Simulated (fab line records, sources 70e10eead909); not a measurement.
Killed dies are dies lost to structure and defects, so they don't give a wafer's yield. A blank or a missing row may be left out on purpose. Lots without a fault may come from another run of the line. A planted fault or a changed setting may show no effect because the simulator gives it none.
One fault seen from 2 desks | flow nand_harc | each desk has only its own numbers; what lay behind them comes last

THE TOOL OWNER'S DESK: ald_sin_batch-01
The tool's own readings at NHARC_A_CHANNEL_FILL_D1_ALD_03 (deposits SiNx, target thk 6 nm, pulse time 60 s, ald cycles 58): means of the sampled wafers that have a number, for each lot that ran on this tool. A lot is out of limits, marked OUT, if its mean lies more than 4 standard deviations from the usual mean; the brackets give that distance.
Columns: A = precursor_pulse_height_rel at NHARC_A_CHANNEL_FILL_D1_ALD_03, usual 1.000
lot  | first seen here | A
L464 | day 8 23:11     | 1.015
L466 | day 9 18:01     | 0.971
L469 | day 10 06:31    | 1.005
L471 | day 10 06:31    | 0.984
L470 | day 10 10:40    | 0.971
L472 | day 11 02:07    | 0.995
L473 | day 11 02:07    | 1.015
L475 | day 12 04:14    | 1.007
L477 | day 12 04:14    | 0.996
This desk's finding: nothing out of limits on any of the 9 lots.

THE METROLOGY DESK
What the gauges read, lot by lot, whatever tool the lot ran on: means of the sampled wafers that have a number. A lot is out of limits, marked OUT, if its mean lies more than 4 standard deviations from the usual mean; the brackets give that distance.
Columns: A = thk_nm at NHARC_A_M1_THK_MEAS_24, usual 154.0 nm; B = cd_nm at NHARC_THIN_TSV_CD_MEAS_16, usual 1000.8 nm
lot  | first seen here | A     | B
L464 | day 18 02:32    | 154.0 | 998.6
L468 | day 18 09:40    | 155.0 | 1004.5
L467 | day 18 13:43    | 152.5 | 1000.7
L466 | day 18 19:17    | 153.9 | 1002.1
L469 | day 19 03:55    | 153.7 | 1005.8
L471 | day 19 05:13    | 153.4 | 1000.0
L470 | day 19 17:32    | 152.8 | 996.9
L472 | day 20 00:23    | 153.8 | 997.3
L473 | day 20 01:13    | 154.4 | 998.6
L474 | day 20 16:10    | 154.0 | 997.8
L477 | day 20 16:34    | 155.5 | 1001.6
L476 | day 20 17:02    | 154.2 | 1000.3
L475 | day 21 00:25    | 154.0 | 1001.0
This desk's finding: nothing out of limits on any of the 13 lots.

PUT TOGETHER
The tool owner's desk saw nothing out of limits.
The metrology desk saw nothing out of limits.

WHAT THE SIMULATOR HAD PUT IN
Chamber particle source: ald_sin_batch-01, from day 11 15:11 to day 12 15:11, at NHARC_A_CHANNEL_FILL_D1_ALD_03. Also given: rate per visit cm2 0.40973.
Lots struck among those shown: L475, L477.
